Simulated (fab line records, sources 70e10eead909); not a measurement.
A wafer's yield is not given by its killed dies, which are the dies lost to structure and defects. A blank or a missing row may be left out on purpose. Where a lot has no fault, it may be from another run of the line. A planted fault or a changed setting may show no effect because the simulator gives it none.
A struck lot beside a sound one :: flow nand_harc :: 14 steps out of a route of 1302
Sound: wafers L196.1, L196.2, L196.4. The struck wafers were L201.2, L201.3, L201.4. The cause is given at the end.
Order at every step that has rows: each side's tool, ch and its chambers, its first start. Under that, the readings that differ: sound wafers :: struck wafers :: difference of the means :: sigmas: that difference in standard deviations of wafers without a fault.
alike: same words and numbers on both sides, and readings whose means sit less than 2 such deviations apart. not compared: any withheld reading, any reading some wafer has no value for, any bound like >300 that may hide the same value, and any number with overlapping values for which the record gives no deviation.
A row with sigmas, a row that says differs or no value, or rows on one side alone: a step with any of these is where the two part. Non-overlapping numbers with no deviation appear without sigmas and do not part them. A reading that every wafer of one side lacks parts them only if that side has two wafers or more.

NHARC_A_CONTACT_ETCH_102: etches the open film in CF4/O2, target depth 100 nm, overetch 10 nm, time 55 s.
  sound on rie_diel-03 ch 0,2,3, day 24 04:55; struck on rie_diel-03 ch 1,2,3, day 25 07:49
reading: rf_hours_counter_h (h)
sound: 13 14 15
struck: 18 19 20
difference: +5
sigmas: 
  alike: cf4_flow_sccm, drypump_motor_current_A, oes_product_au, rf_vpp_V, showerhead_plenum_p_Torr, throttle_valve_pct
NHARC_A_CONTACT_STRIP_55: strips in O2.
  sound on rie_diel-03 ch 1,2,3; struck on rie_diel-03 ch 0,1,3
reading: rf_hours_counter_h (h)
sound: 14 15 13
struck: 18 20 21
difference: +6
sigmas: 
  alike: drypump_motor_current_A, oes_product_au, rf_vpp_V, showerhead_plenum_p_Torr, throttle_valve_pct
then, 1 step without rows for these wafers: NHARC_A_CONTACT_STRIP_56 (strips in post etch residue remover, time 600 s).
NHARC_A_CONTACT_DEP_57: deposits aC, target thk 5300 nm.
  sound on acl_dep-03 ch 0, day 24 07:06; struck on acl_dep-01 ch 0, day 25 11:04
  alike: throttle_valve_pct
NHARC_A_CONTACT_DEP_58: deposits SiON, target thk 90 nm.
  sound on pecvd-01 ch 0,1,2, day 24 10:20; struck on pecvd-04 ch 0,1,2, day 25 13:56
  alike: heater_power_w
then, 7 steps without rows for these wafers: NHARC_A_CONTACT_DEHYDRATE_59 (time 120 s); NHARC_A_CONTACT_HMDS_60 (time 30 s); NHARC_A_CONTACT_COAT_61 (time 75 s); NHARC_A_CONTACT_COAT_62 (time 65 s); NHARC_A_CONTACT_COAT_63 (resist thk 90 nm); NHARC_A_CONTACT_SOFTBAKE_64 (time 55 s); NHARC_A_CONTACT_EBR_65.
NHARC_A_CONTACT_EXPOSE_66: exposes mask A CC 2.
  struck on arfi_scanner-02, day 25 14:31; sound on arfi_scanner-01 ch 0, day 24 10:47
  no value came back on the struck wafers for exposure_dose_mJ_cm2, focus_offset_nm (nm); on the sound wafers exposure_dose_mJ_cm2 reads 59.0 59.0 58.9
  alike: mask
then, 1 step without rows for these wafers: NHARC_A_CONTACT_PEB_67 (peb time 65 s).

WHERE THEY PART
Within this record, at NHARC_A_CONTACT_EXPOSE_66 only.

WHY: the cause the simulator had injected
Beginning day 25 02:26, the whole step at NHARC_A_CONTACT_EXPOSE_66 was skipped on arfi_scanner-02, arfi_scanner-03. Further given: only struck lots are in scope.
